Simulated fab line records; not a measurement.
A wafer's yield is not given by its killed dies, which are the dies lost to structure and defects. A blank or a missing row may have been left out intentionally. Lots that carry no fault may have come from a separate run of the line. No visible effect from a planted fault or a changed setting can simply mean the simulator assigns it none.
Matching of chambers | flow n5Finfet | N5_BEOL_M3_ALD_98 on aldSin-04 has 4 sister chambers
The step deposits SiO2, target thk 2.5 nm, pulse time 1 s, co reactant pulse time 1 s. 8 wafers are shown with their chamber, then 10 later ones without.

WAFERS, EACH WITH ITS CHAMBER
wafer  | chamber | heaterPowerW (W) | precursorPulseHeightRel
L077.5 | 2       | 82               | 0.989
L080.2 | 1       | 76               | 0.980
L081.2 | 1       | 77               | 0.991
L081.6 | 3       | 74               | 0.993
L084.2 | 2       | 83               | 0.960
L084.5 | 0       | 79               | 1.020
L085.1 | 0       | 79               | 0.965
L085.3 | 3       | 77               | 0.985

WAFERS WITH NO CHAMBER GIVEN
wafer  | heaterPowerW (W) | precursorPulseHeightRel
L085.5 | 82               | 1.031
L089.3 | 82               | 1.011
L089.4 | 81               | 0.986
L089.6 | 82               | 1.026
L091.2 | 76               | 0.966
L091.3 | 75               | 0.997
L091.5 | 80               | 0.996
L097.2 | 75               | 1.022
L097.3 | 79               | 1.024
L097.4 | 84               | 0.973

THE CHAMBER EACH PASSED THROUGH
wafer  | from the rows above          | in truth
L085.5 | can't be placed: 2 or 0      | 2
L089.3 | can't be placed: 2 or 0      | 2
L089.4 | can't be placed: 2 or 0      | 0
L089.6 | can't be placed: 2 or 0      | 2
L091.2 | can't be placed: 1 or 3 or 0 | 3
L091.3 | can't be placed: 3 or 1      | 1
L091.5 | can't be placed: 0 or 2      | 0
L097.2 | can't be placed: 3 or 1      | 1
L097.3 | can't be placed: 0 or 1 or 3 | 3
L097.4 | 2                            | 2
Correct placement for 1 of the 10. Not placeable from these rows: 9 (in 9, the candidates include the true chamber). Number placed wrongly: 0.
How it was worked out, from the rows above alone: a wafer's distance from a chamber is the root of the sum, over the readings, of the square of ((its reading less the chamber's mean) divided by the reading's scatter). If the next closest chamber is less than 2 further off than the closest, the wafer can't be placed; otherwise it belongs to the closest. Each chamber's mean is taken over the wafers shown for it. The scatter is the square root of a quotient: the sum, over the shown wafers, of each reading's squared deviation from its chamber's mean, divided by wafers minus chambers.
